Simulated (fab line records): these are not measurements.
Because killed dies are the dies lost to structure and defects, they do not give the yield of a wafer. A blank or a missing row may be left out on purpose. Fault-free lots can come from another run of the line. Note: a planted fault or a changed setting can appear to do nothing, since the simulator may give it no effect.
fab line records	flow n5Finfet
record: lots: 6	wafers: 17	lastDay: 18
route steps=1938 shown BEOL_M13@1694 PASSIVATION@1936
lots with no fault: from the same line, run without faults
startH: start of the lot's first displayed wafer, in hours after the record's first day	waitH: hours from the lot's prior step to this one	" identical to the entry in the row above	L1.1+2: a single row standing in for several wafers	- value missing, or start not given	* or withheld: withheld	< > ~ a bound
route shown NAME@n: NAME is a module with steps in the file, n the number in the route of the first one	usual: mean/standard deviation taken from wafers without a fault	same: alike in all rows	chamber/n: place in a boat	sites: readings site by site	_std_site: standard deviation of those values	_edge_site: mean of outer sites minus mean of inner sites	radiusMm: how far each site lies from the wafer's centre	mask NAME#n: copy n	behind: the last tool/chamber to shape the wafer	hold: cause of the lot's hold/its duration in hours/its outcome	device: names the non-switching transistor (n, p or np)	end of line: the route-end tests of the same wafers	where a step has no rows: the recipe by itself	killed: dies that structure and defects cost at the first sort, which is not the same as the wafer's yield	map: a wafer's dies, x killed, . not, _ none there
set.NAME: the run value of the setting; set.NAME@STEP: its run value at that earlier step	model.NAME: the simulator's own value behind a step, which no gauge read
lots at selected steps of the route; one table per step, one row per wafer
services: a tool's chamber out of use, with start hour (startH, from the record's first day; less than 0 if before it), hours out, and reason
== steps ==
step: N5_BEOL_M13_ETCH_68
recipe: chemistry: N2/H2	target: SOC	maskMaterial: SiARC	sourceW: 3000	biasW: 350	tempC: 40	timeS: 355	ionEnergyEv: 200	pressureMtorr: 30	n2FlowSccm: 200	h2FlowSccm: 200
usual: drypumpMotorCurrentA: 5.9/0.34	oesProductAu: 0.82/0.083	rfVppV: 525.0/2.2	showerheadPlenumPTorr: 2.58/0.073	throttleValvePct: 17.77/0.24
lot.wafer	tool	chamber	startH	waitH	drypumpMotorCurrentA	oesProductAu	rfHoursCounterH	rfVppV	showerheadPlenumPTorr	throttleValvePct
L707.1	rieDiel-05	3	273.35	0.1	5.8	0.96	4	525.5	2.59	17.55
L707.4	"	1	"	"	6.1	0.74	166	524.1	2.52	17.73
L707.6	"	2	"	"	5.1	0.72	-	520.4	2.40	17.60
L712.2	rieDiel-05	2	307.03	0.1	5.0	0.71	213	520.5	2.40	17.62
L712.3	"	3	"	"	5.8	0.91	14	524.2	2.59	17.59
L713.2	rieDiel-01	2	317.41	0.1	5.9	0.91	45	527.1	2.68	17.49
L713.4	"	0	"	"	6.3	0.80	97	525.2	2.58	18.11
L713.5	"	3	"	"	5.8	0.81	-	525.2	2.55	17.73
L722.2	rieDiel-01	0	378.18	0.1	6.3	0.79	116	524.6	2.58	18.15
L722.3	"	1	"	"	5.8	0.85	50	524.2	2.60	17.88
L722.5	"	2	"	"	5.8	0.88	-	527.7	2.67	17.52
L724.2	rieDiel-02	3	401.85	0.1	6.3	0.82	93	526.0	2.67	17.82
L724.4	"	2	"	"	6.2	0.90	21	521.6	2.50	17.44
L724.6	"	3	"	"	6.3	0.81	-	527.4	2.67	17.80
L726.1	rieDiel-02	2	406.56	0.1	6.2	0.90	23	522.0	2.50	17.45
L726.3	"	1	"	"	5.7	0.83	72	525.5	2.57	17.62
L726.6	"	3	"	"	6.3	0.82	-	529.4	2.67	17.81
step: N5_BEOL_M13_STRIP_69
recipe: chemistry: N2/H2	tempC: 40	n2FlowSccm: 200	h2FlowSccm: 200	rfFrequencyHz: 6e+07
step: N5_BEOL_M13_TRENCH_ETCH_34
recipe: chemistry: C4F8/O2/Ar	target: SiOC	targetDepthA: 4134.7	maskMaterial: SOC	pressureMtorr: 30	sourceW: 3000	biasW: 700	Ar_flow_sccm: 400	C4F8_flow_sccm: 15	O2_flow_sccm: 8	heInnerTorr: 15	heOuterTorr: 30	timeS: 162.6	ionEnergyEv: 250
step: N5_BEOL_M13_STRIP_70
recipe: chemistry: C4F8/O2/Ar	resist: SiARC	rfFrequencyHz: 6e+07
step: N5_BEOL_M13_OCD_MEAS_35
usual: trenchDepthNm: 412/6.5
lot.wafer	tool	chamber	startH	waitH	trenchDepthNm
L707.1	ocd-02	-	273.74	0.0	415
L707.4	"	-	"	"	408
L707.6	"	-	"	"	412
L712.2	ocd-02	-	307.43	0.0	408
L712.3	"	-	"	"	411
L713.2	ocd-02	-	317.81	0.0	423
L713.4	"	-	"	"	410
L713.5	"	-	"	"	404
L722.2	ocd-01	-	378.58	0.0	410
L722.3	"	-	"	"	417
L722.5	"	-	"	"	426
L724.2	ocd-02	-	402.25	0.0	414
L724.4	"	-	"	"	408
L724.6	"	-	"	"	417
L726.1	ocd-01	-	406.96	0.0	407
L726.3	"	-	"	"	416
L726.6	"	-	"	"	412
step: N5_BEOL_M13_STRIP_37
recipe: chemistry: N2/H2	powerW: 1000	tempC: 250	h2Frac: 0.65	overashFraction: 0.3	pressureMtorr: withheld	n2FlowSccm: 1750	h2FlowSccm: 3250
usual: drypumpMotorCurrentA: 6.35/0.093	heaterPowerW: 328/16	oesProductAu: 0.785/0.011
lot.wafer	tool	chamber	startH	waitH	drypumpMotorCurrentA	heaterPowerW	oesProductAu	rfHoursCounterH
L707.1	plasmaAsher-02	1	273.78	0.0	6.45	353	0.755	85
L707.4	"	1	"	"	6.45	343	0.787	-
L707.6	"	1	"	"	6.46	342	0.772	-
L712.2	plasmaAsher-02	0	307.46	0.0	6.24	316	0.806	92
L712.3	"	1	"	"	6.44	350	0.767	-
L713.2	plasmaAsher-01	1	317.85	0.0	6.38	317	0.793	119
L713.4	"	0	"	"	6.43	302	0.779	-
L713.5	"	0	"	"	6.44	305	0.772	-
L722.2	plasmaAsher-02	0	378.61	0.0	6.23	333	0.784	104
L722.3	"	0	"	"	6.23	327	0.793	-
L722.5	"	1	"	"	6.44	357	0.779	-
L724.2	plasmaAsher-01	0	402.40	0.1	6.44	307	0.793	137
L724.4	"	0	"	"	6.45	304	0.769	-
L724.6	"	1	"	"	6.41	324	0.816	-
L726.1	plasmaAsher-02	1	407.00	0.0	6.43	349	0.774	111
L726.3	"	0	"	"	6.25	321	0.784	-
L726.6	"	0	"	"	6.24	333	0.777	-
step: N5_BEOL_M13_ETCH_38
recipe: chemistry: CF4/N2	target: SiCN	targetDepthA: 675	taperDeg: 2	timeS: 71.9	ionEnergyEv: 150	maskMaterial: SiO2	pressureMtorr: 40	sourceW: 430	biasW: 70	Ar_flow_sccm: 100	cf4FlowSccm: 60	n2FlowSccm: 60
step: N5_BEOL_M13_PRECLEAN_39
recipe: chemistry: residueRemover	timeS: 60	tempC: 40
step: N5_BEOL_M13_SRD_40
recipe: timeS: 30	tempC: 23	rinseLiquid: diw	dry: n2Spin	spinRpm: 1500	dryTimeS: 30
step: N5_BEOL_M13_DEGAS_41
recipe: ambient: vacuum	tempC: 250	timeS: 60
step: N5_BEOL_M13_PRE_CLEAN_42
recipe: gas: H2/He	timeS: 30	tempC: 250
usual: heaterPowerW: 338/20
lot.wafer	tool	chamber	startH	waitH	heaterPowerW
L707.1	pvdSputter-03	-	277.00	0.0	366
L707.4	"	-	"	"	322
L707.6	"	-	"	"	365
L712.2	pvdSputter-01	-	318.90	0.0	337
L712.3	"	-	"	"	335
L713.2	pvdSputter-01	-	322.18	0.0	348
L713.4	"	-	"	"	329
L713.5	"	-	"	"	337
L722.2	pvdSputter-03	-	380.17	0.0	377
L722.3	"	-	"	"	321
L722.5	"	-	"	"	316
L724.2	pvdSputter-01	-	404.02	0.0	312
L724.4	"	-	"	"	321
L724.6	"	-	"	"	333
L726.1	pvdSputter-03	-	407.32	0.0	321
L726.3	"	-	"	"	318
L726.6	"	-	"	"	363
step: N5_BEOL_M13_SPUTTER_43
recipe: material: TaN	targetThkA: 150	tempC: 50	biasV: 168.6	powerW: 15000	chamberPressurePa: 0.12	timeS: 24.19
usual: cathodeDcPowerW: 15000/3	throttleValvePct: 30.3/1.2
lot.wafer	tool	chamber	startH	waitH	cathodeDcPowerW	throttleValvePct
L707.1	pvdSputter-03	-	277.04	0.0	14996	28.1
L707.4	"	-	"	"	14997	29.4
L707.6	"	-	"	"	14996	28.1
L712.2	pvdSputter-01	-	318.94	0.0	15001	31.5
L712.3	"	-	"	"	15005	31.7
L713.2	pvdSputter-01	-	322.22	0.0	15001	31.9
L713.4	"	-	"	"	15003	31.3
L713.5	"	-	"	"	14997	31.4
L722.2	pvdSputter-03	-	380.21	0.0	15002	29.9
L722.3	"	-	"	"	14998	29.5
L722.5	"	-	"	"	15002	30.3
L724.2	pvdSputter-01	-	404.06	0.0	15000	30.6
L724.4	"	-	"	"	15004	31.5
L724.6	"	-	"	"	15001	31.5
L726.1	pvdSputter-03	-	407.36	0.0	15002	29.3
L726.3	"	-	"	"	15006	30.1
L726.6	"	-	"	"	15000	28.2
step: N5_BEOL_M13_SPUTTER_44
recipe: material: Ta	targetThkA: 100	tempC: 50	biasV: 80	powerW: 15000	chamberPressurePa: 0.07	timeS: 16.13
usual: cathodeDcPowerW: 15000/3	throttleValvePct: 30.3/1.2
lot.wafer	tool	chamber	startH	waitH	cathodeDcPowerW	throttleValvePct	model.Ta_of_BEOL_M13_SPUTTER_44.thkNm
L707.1	pvdSputter-03	-	277.12	0.0	15003	28.7	10
L707.4	"	-	"	"	15000	29.3	9.8
L707.6	"	-	"	"	15003	28.2	10
L712.2	pvdSputter-01	-	319.02	0.0	14999	31.7	19
L712.3	"	-	"	"	15001	31.7	19.2
L713.2	pvdSputter-01	-	322.30	0.0	15002	31.7	19
L713.4	"	-	"	"	14999	31.6	9.8
L713.5	"	-	"	"	15003	31.5	10
L722.2	pvdSputter-03	-	380.29	0.0	15003	30.2	10.2
L722.3	"	-	"	"	15002	29.0	10
L722.5	"	-	"	"	14995	30.4	10
L724.2	pvdSputter-01	-	404.14	0.0	15003	30.4	10
L724.4	"	-	"	"	15003	31.2	10
L724.6	"	-	"	"	15001	31.5	10.2
L726.1	pvdSputter-03	-	407.44	0.0	15002	29.3	9.8
L726.3	"	-	"	"	14996	30.2	9.6
L726.6	"	-	"	"	15001	28.3	10.2
step: N5_BEOL_M13_SPUTTER_45
recipe: material: Cu	targetThkA: 800	tempC: -20	biasV: 60	powerW: 26000	chamberPressurePa: 0.13	timeS: 13.33
step: N5_BEOL_M13_ECD_47
recipe: material: Cu	targetThkA: 9360
step: N5_BEOL_M13_ANNEAL_48
recipe: tempC: 225	timeS: 90	ambient: N2
usual: wafer_temp_C_max: 226.06/0.27
lot.wafer	tool	chamber	startH	waitH	wafer_temp_C_max
L707.1	rtpAnneal-01	0	277.48	0.1	225.63
L707.4	"	0	"	"	225.83
L707.6	"	0	"	"	225.97
L712.2	rtpAnneal-01	0	319.44	0.2	226.03
L712.3	"	0	"	"	226.14
L713.2	rtpAnneal-02	0	322.92	0.3	226.32
L713.4	"	0	"	"	226.97
L713.5	"	0	"	"	226.85
L722.2	rtpAnneal-01	0	380.69	0.2	226.20
L722.3	"	0	"	"	226.07
L722.5	"	0	"	"	225.97
L724.2	rtpAnneal-02	0	404.71	0.3	226.40
L724.4	"	0	"	"	225.90
L724.6	"	0	"	"	226.02
L726.1	rtpAnneal-01	0	407.92	0.2	225.81
L726.3	"	0	"	"	225.78
L726.6	"	0	"	"	225.85
step: N5_BEOL_M13_CMP_49
recipe: stopOn: SiOC	tOverpolishS: 17.1	downForcePsi: 1	platenRpm: 50	clearingPlatenDownForcePsi: 1.5	clearingPlatenRpm: 50	postCmpClean: cuAlkaline	targetThkNm: 420	clearingPlatenPadVelocityMS: 0.99484	padVelocityMS: 0.99484
usual: barrierFieldEndpointS: 30.0/0.75	motorCurrentA: 5.8/0.59	padLifeWafers: 1024/520
lot.wafer	tool	chamber	startH	waitH	barrierFieldEndpointS	motorCurrentA	padLifeWafers
L707.1	cmp-03	3	277.85	0.3	29.7	5.6	326
L707.4	"	0	"	"	28.9	5.6	327
L707.6	"	2	"	"	30.0	5.3	-
L712.3	cmp-01	0	319.73	0.2	41.1	5.1	1279
L712.2	"	1	"	"	41.0	5.2	1280
L713.2	cmp-03	0	323.18	0.2	40.6	5.7	606
L713.4	"	1	"	"	30.3	5.9	607
L713.5	"	1	"	"	30.3	5.7	-
L722.2	cmp-01	2	380.94	0.2	30.7	6.2	1704
L722.3	"	0	"	"	29.7	5.5	1706
L722.5	"	2	"	"	30.0	6.1	-
L724.4	cmp-03	0	404.97	0.1	31.2	6.1	1260
L724.2	"	2	"	"	30.8	5.5	1262
L724.6	"	0	"	"	31.7	5.8	-
L726.3	cmp-03	1	408.26	0.2	28.0	5.9	1285
L726.1	"	2	"	"	29.2	5.4	1286
L726.6	"	1	"	"	29.0	5.4	-
step: N5_BEOL_M13_THK_MEAS_50
recipe: thkMeasGauge: xrf	reads: Cu_of_BEOL_M13_ECD_47
usual: M13_THK: 419/8.3
lot.wafer	tool	chamber	startH	waitH	M13_THK[nm]
L707.1	filmMetro-01	-	278.07	-	419
L707.4	"	-	"	"	412
L707.6	"	-	"	"	414
L712.2	filmMetro-01	-	319.99	-	401
L712.3	"	-	"	"	403
L713.2	filmMetro-01	-	323.47	-	415
L713.4	"	-	"	"	412
L713.5	"	-	"	"	405
L722.2	filmMetro-02	-	381.24	-	415
L722.3	"	-	"	"	422
L722.5	"	-	"	"	433
L724.2	filmMetro-01	-	405.27	-	417
L724.4	"	-	"	"	412
L724.6	"	-	"	"	418
L726.1	filmMetro-02	-	408.51	-	414
L726.3	"	-	"	"	425
L726.6	"	-	"	"	420
step: N5_PASSIVATION_PROBE_49
usual: defectLimitedYield: 91.2/1.4	killed_at_M0_to_M3: 34/9.4	killed_at_M4_up: 14/5.6	killedAtContacts: 13/7.8	killedAtFrontEnd: 37/10	killedAtOther: 4/3.3	killedDies: 103/17	killedOpen: 68/13	killedShort: 33/8.2	sort_bin_5_function: 5.1/0.92	sort_bin_6_memory: 3.3/0.71	sortNPass: 1077/17	sortYieldPct: 91.2/1.4
same: grossDies: 1180	killedAtBackSide: 0	sort_bin_4_leakage[%]: 0	sort_bin_8_speed[%]: 0
lot.wafer	tool	chamber	startH	waitH	defectLimitedYield[%]	killed_at_M0_to_M3	killed_at_M4_up	killedAtContacts	killedAtFrontEnd	killedAtOther	killedDies	killedOpen	killedShort	sort_bin_5_function[%]	sort_bin_6_memory[%]	sortNPass	sortYieldPct[%]
L712.2	prober-02	-	343.88	0.1	92.8	20	9	8	45	3	85	59	24	4.0	3.1	1095	92.8
L712.3	prober-02	-	343.93	0.1	91.5	24	14	12	44	6	100	67	33	5.5	2.8	1080	91.5
L722.2	prober-01	-	407.94	0.1	89.7	35	13	19	51	4	122	77	45	6.3	3.6	1058	89.7
L722.3	prober-01	-	407.99	0.1	88.6	43	17	15	58	2	135	79	54	6.6	4.2	1045	88.6
L722.5	prober-01	-	408.09	0.2	90.3	30	15	24	43	2	114	76	38	6.1	3.5	1066	90.3
L726.1	prober-01	-	441.21	0.2	89.2	58	11	11	45	2	127	83	39	5.8	4.0	1053	89.2
L726.3	prober-01	-	441.31	0.3	92.1	34	15	15	29	0	93	58	35	4.6	2.8	1087	92.1
L726.6	prober-01	-	441.46	0.5	90.9	37	10	19	40	1	107	69	29	5.3	2.5	1073	90.9
killed by level:class
L712.2 STI_FIN_REVEAL:geometricParticle:open=16 MOL_CONTACT_COAG:geometricParticle:open=7 BEOL_M0_SAQP:geometricParticle:short=6 FIN_SAQP:geometricParticle:short=4 BEOL_M0_SAQP:geometricParticle:open=4 STI_FIN_REVEAL:geometricParticle:short=3 DUMMY_GATE:geometricParticle:open=3 ILD0:geometricParticle:open=3
L712.3 STI_FIN_REVEAL:geometricParticle:open=12 MOL_CONTACT_COAG:geometricParticle:open=10 FIN_SAQP:geometricParticle:open=8 BEOL_M0_SAQP:geometricParticle:short=8 FIN_SAQP:geometricParticle:short=6 GATE_CUT:geometricParticle:short=6 BEOL_M5:geometricParticle:open=5 BEOL_M0_SAQP:geometricParticle:open=4
L722.2 MOL_CONTACT_COAG:geometricParticle:open=14 STI_FIN_REVEAL:geometricParticle:open=14 BEOL_M3:geometricParticle:open=9 BEOL_M1:geometricParticle:open=8 STI_FIN_REVEAL:geometricParticle:short=7 FIN_SAQP:geometricParticle:short=7 BEOL_M0_SAQP:geometricParticle:open=6 BEOL_M4:geometricParticle:open=5
L722.3 FIN_SAQP:geometricParticle:short=20 BEOL_M0_SAQP:geometricParticle:short=14 FIN_SAQP:geometricParticle:open=11 MOL_CONTACT_COAG:geometricParticle:open=11 STI_FIN_REVEAL:geometricParticle:open=9 BEOL_M0_SAQP:geometricParticle:open=9 BEOL_M4:geometricParticle:open=8 BEOL_M3:geometricParticle:open=6
L722.5 MOL_CONTACT_COAG:geometricParticle:open=20 FIN_SAQP:geometricParticle:short=13 BEOL_M2:geometricParticle:open=9 FIN_SAQP:geometricParticle:open=6 DUMMY_GATE:geometricParticle:open=5 BEOL_M0_SAQP:geometricParticle:short=5 STI_FIN_REVEAL:geometricParticle:open=4 MOL_CONTACT_COAG:geometricParticle:short=4
L726.1 BEOL_M1:geometricParticle:open=14 BEOL_M0_SAQP:geometricParticle:open=13 BEOL_M3:geometricParticle:open=12 GATE_CUT:geometricParticle:short=11 STI_FIN_REVEAL:geometricParticle:open=10 MOL_CONTACT_COAG:geometricParticle:open=7 DUMMY_GATE:geometricParticle:open=6 BEOL_M0_SAQP:geometricParticle:short=6
L726.3 BEOL_M4:geometricParticle:open=10 BEOL_M1:geometricParticle:open=9 MOL_CONTACT_COAG:geometricParticle:open=8 MOL_CONTACT_COAG:geometricParticle:short=7 BEOL_M0_SAQP:geometricParticle:short=7 DUMMY_GATE:geometricParticle:open=6 BEOL_M0_SAQP:geometricParticle:open=5 BEOL_M1:geometricParticle:short=5
L726.6 MOL_CONTACT_COAG:geometricParticle:open=17 BEOL_M3:geometricParticle:open=11 STI_FIN_REVEAL:geometricParticle:open=10 BEOL_M3:geometricParticle:short=8 HKMG_FIN:areaEtch=8 DUMMY_GATE:geometricParticle:open=7 BEOL_M0_SAQP:geometricParticle:short=7 BEOL_M4:geometricParticle:open=6
== services ==
tool	chamber	startH	hours	kind
rieDiel-01	3	252.29	4.1	repair
rieDiel-02	-	263.90	1.7	repair
cmp-01	-	268.06	1.7	repair
cmp-01	-	271.17	4.0	pm
plasmaAsher-01	-	287.13	3.1	repair
cmp-03	-	290.81	6.8	pm
rieDiel-05	0	306.85	-	clean
rieDiel-01	0	309.55	5.6	repair
rieDiel-02	2	313.40	-	clean
rieDiel-02	2	313.40	-	consumableReplace:focusRing
rieDiel-02	2	313.40	18.2	scheduledDown
rieDiel-02	2	313.40	18.2	ventCycle
cmp-03	-	320.15	1.3	repair
rieDiel-01	-	320.61	2.8	pm
cmp-01	-	322.99	7.6	pm
plasmaAsher-02	-	338.81	2.4	repair
cmp-01	-	354.36	4.2	pm
cmp-03	-	355.18	6.8	pm
cmp-03	-	368.57	0.9	repair
rieDiel-01	3	370.74	13.1	repair
cmp-01	-	371.60	2.7	repair
rieDiel-02	3	383.28	7.3	repair
cmp-01	-	383.73	2.0	repair
cmp-01	-	393.75	0.6	repair
== key ==
firstSign: step: N5_BEOL_M13_CMP_49	reading: barrierFieldEndpointS	direction: up	sigmas: 15	usual: 30.0	struck: 40.9
effect none on later readings
modelEffect: step: N5_BEOL_M13_SPUTTER_44	value: Ta_of_BEOL_M13_SPUTTER_44.thkNm	without: 9.867	struck: 19.07
metAt N5_BEOL_M13_SPUTTER_44
struckWafers L712.2,L712.3,L713.2
fault: kind: processParameterDrift	tool: pvdSputter-01	chamber: -	onsetH: 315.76	steps: N5_BEOL_M13_SPUTTER_44	channel: timeS	offset: *	shape: step	endH: 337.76	scope: struckWafersOnly	actsIn: *	stated: *
